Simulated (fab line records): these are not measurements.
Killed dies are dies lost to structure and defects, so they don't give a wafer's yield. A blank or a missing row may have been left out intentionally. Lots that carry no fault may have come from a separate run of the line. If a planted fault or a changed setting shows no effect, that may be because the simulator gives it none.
3 desks looking at one fault + flow n5Finfet + each desk has only its own numbers; what lay behind them comes last

== DESK OF THE TOOL OWNER: aldSin-01 ==
The tool's own readings at N5_ILD0_ALD_15 (deposits SiNx, target thk 24 nm, pulse time 1 s, ald cycles 480): means of the sampled wafers that have a number, for each lot that ran on this tool. If a lot's mean is further than 4 standard deviations from the usual mean, the lot is out of limits and carries the mark OUT (the distance appears in the brackets).
Columns: A = heaterPowerW at N5_ILD0_ALD_15, usual 871 W; B = precursorPulseHeightRel at N5_ILD0_ALD_15, usual 0.998
| lot  | first seen here | A   | B     |
|------|-----------------|-----|-------|
| L895 | day 3 14:25     | 823 | 1.012 |
| L906 | day 6 10:03     | 804 | 1.008 |
| L908 | day 6 20:46     | 790 | 0.988 |
| L911 | day 7 18:41     | 821 | 0.999 |
Finding of this desk: none of the 4 lots has anything out of limits.

== THE DEFECT DESK ==
What the inspections along the route counted, lot by lot: means of the sampled wafers that have a number. If a lot's mean is further than 4 standard deviations from the usual mean, the lot is out of limits and carries the mark OUT (the distance appears in the brackets).
Columns: A = rawDefectCount at N5_SD_ACTIVATION_INSPECT_02, usual 190
| lot  | first seen here | A   |
|------|-----------------|-----|
| L895 | day 3 10:40     | 198 |
| L896 | day 3 19:13     | 194 |
| L906 | day 6 06:17     | 183 |
| L908 | day 6 16:53     | 224 |
| L911 | day 7 14:57     | 187 |
| L916 | day 8 15:18     | 226 |
| L918 | day 9 04:13     | 211 |
Finding of this desk: none of the 7 lots has anything out of limits.

== AT THE METROLOGY DESK ==
Means of the sampled wafers that have a number, per lot and without regard to the tool the lot ran on: this is what the gauges read. If a lot's mean is further than 4 standard deviations from the usual mean, the lot is out of limits and carries the mark OUT (the distance appears in the brackets). Only the readings that lie furthest out on some lot appear, 7 of the 14 it has.
Columns: A = RS_SD_N at N5_SD_ACTIVATION_RS_MEAS_03, usual 21.9 ohm/sq; B = RS_SD_P at N5_SD_ACTIVATION_RS_MEAS_03, usual 56.0 ohm/sq; C = thkNm at N5_ILD0_THK_MEAS_08, usual 138.4 nm; D = DIBL_N at N5_BEOL_M4_RC_MEAS_101, usual 35.3 mV/V; E = ION_N at N5_BEOL_M4_RC_MEAS_101, usual 670 uA/um; F = ION_P at N5_BEOL_M4_RC_MEAS_101, usual 460 uA/um; G = SS_N at N5_BEOL_M4_RC_MEAS_101, usual 71.2 mV/dec
| lot  | first seen here | A    | B    | C     | D    | E   | F   | G    |
|------|-----------------|------|------|-------|------|-----|-----|------|
| L895 | day 3 10:22     | 21.7 | 55.7 | 137.5 | 38.2 | 675 | 466 | 71.7 |
| L896 | day 3 18:54     | 21.8 | 57.4 | 137.9 | 33.5 | 675 | 461 | 70.9 |
| L906 | day 6 05:58     | 21.7 | 54.9 | 138.4 | 35.7 | 659 | 455 | 70.8 |
| L908 | day 6 16:34     | 21.4 | 54.4 | 137.7 | 36.2 | 687 | 471 | 72.5 |
| L911 | day 7 14:40     | 21.9 | 54.7 | 139.6 | 36.2 | 670 | 460 | 71.4 |
| L916 | day 8 15:00     | 21.8 | 55.8 | 140.1 | 35.5 | 678 | 467 | 71.1 |
| L918 | day 9 03:54     | 21.8 | 57.2 | 138.8 | 37.5 | 667 | 455 | 71.7 |
Finding of this desk: none of the 7 lots has anything out of limits.

== PUT TOGETHER ==
Nothing out of limits was seen by the tool owner's desk.
Nothing out of limits was seen by the defect desk.
From the metrology desk's view, nothing was out of limits.

== WHAT THE SIMULATOR PUT IN ==
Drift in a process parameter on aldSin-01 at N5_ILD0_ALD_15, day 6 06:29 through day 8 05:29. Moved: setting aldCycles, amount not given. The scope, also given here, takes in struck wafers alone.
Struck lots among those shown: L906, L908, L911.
